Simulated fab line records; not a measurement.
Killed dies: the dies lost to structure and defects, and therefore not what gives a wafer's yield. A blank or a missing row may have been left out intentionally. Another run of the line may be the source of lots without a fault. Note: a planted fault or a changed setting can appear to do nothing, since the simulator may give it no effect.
Matching of chambers :: flow n5_finfet :: 4 sister chambers for N5_BEOL_M7_ETCH_72 on rie_diel-01
The step etches underlayer in N2/H2, target depth 6.5 nm, time 5.2 s. 8 wafers are shown with their chamber, then 7 later ones without.

WAFERS, EACH WITH ITS CHAMBER
wafer: L079.1
chamber: 0
drypump_motor_current_A (A): 5.2
showerhead_plenum_p_Torr (Torr): 2.53

wafer: L080.1
chamber: 0
drypump_motor_current_A (A): 5.2
showerhead_plenum_p_Torr (Torr): 2.53

wafer: L081.6
chamber: 2
drypump_motor_current_A (A): 6.0
showerhead_plenum_p_Torr (Torr): 2.55

wafer: L088.1
chamber: 3
drypump_motor_current_A (A): 5.9
showerhead_plenum_p_Torr (Torr): 2.43

wafer: L088.3
chamber: 1
drypump_motor_current_A (A): 4.9
showerhead_plenum_p_Torr (Torr): 2.62

wafer: L088.4
chamber: 2
drypump_motor_current_A (A): 6.0
showerhead_plenum_p_Torr (Torr): 2.54

wafer: L090.1
chamber: 3
drypump_motor_current_A (A): 6.0
showerhead_plenum_p_Torr (Torr): 2.43

wafer: L090.3
chamber: 1
drypump_motor_current_A (A): 4.9
showerhead_plenum_p_Torr (Torr): 2.61

WAFERS WITH NO CHAMBER GIVEN
wafer: L090.5
drypump_motor_current_A (A): 4.9
showerhead_plenum_p_Torr (Torr): 2.61

wafer: L091.3
drypump_motor_current_A (A): 4.9
showerhead_plenum_p_Torr (Torr): 2.61

wafer: L091.5
drypump_motor_current_A (A): 6.0
showerhead_plenum_p_Torr (Torr): 2.54

wafer: L091.6
drypump_motor_current_A (A): 5.2
showerhead_plenum_p_Torr (Torr): 2.53

wafer: L097.1
drypump_motor_current_A (A): 5.9
showerhead_plenum_p_Torr (Torr): 2.42

wafer: L097.3
drypump_motor_current_A (A): 5.2
showerhead_plenum_p_Torr (Torr): 2.52

wafer: L097.6
drypump_motor_current_A (A): 6.0
showerhead_plenum_p_Torr (Torr): 2.54

CHAMBER TAKEN BY EACH
wafer: L090.5
from the rows above: 1
in truth: 1

wafer: L091.3
from the rows above: 1
in truth: 1

wafer: L091.5
from the rows above: 2
in truth: 2

wafer: L091.6
from the rows above: 0
in truth: 0

wafer: L097.1
from the rows above: 3
in truth: 3

wafer: L097.3
from the rows above: 0
in truth: 0

wafer: L097.6
from the rows above: 2
in truth: 2
Correct placement for 7 of the 7. Not placeable from these rows: 0. 0 placed wrongly.
How it was worked out, from the rows above alone: a wafer's distance from a chamber is the root of the sum, over the readings, of the square of ((its reading less the chamber's mean) divided by the reading's scatter). If the next closest chamber is less than 2 further off than the closest, the wafer can't be placed; otherwise it belongs to the closest. The mean given for a chamber averages the wafers shown for that chamber. The scatter: take each reading less its chamber's mean, square it, sum over the shown wafers, divide by the number of wafers less the number of chambers, and take the root.
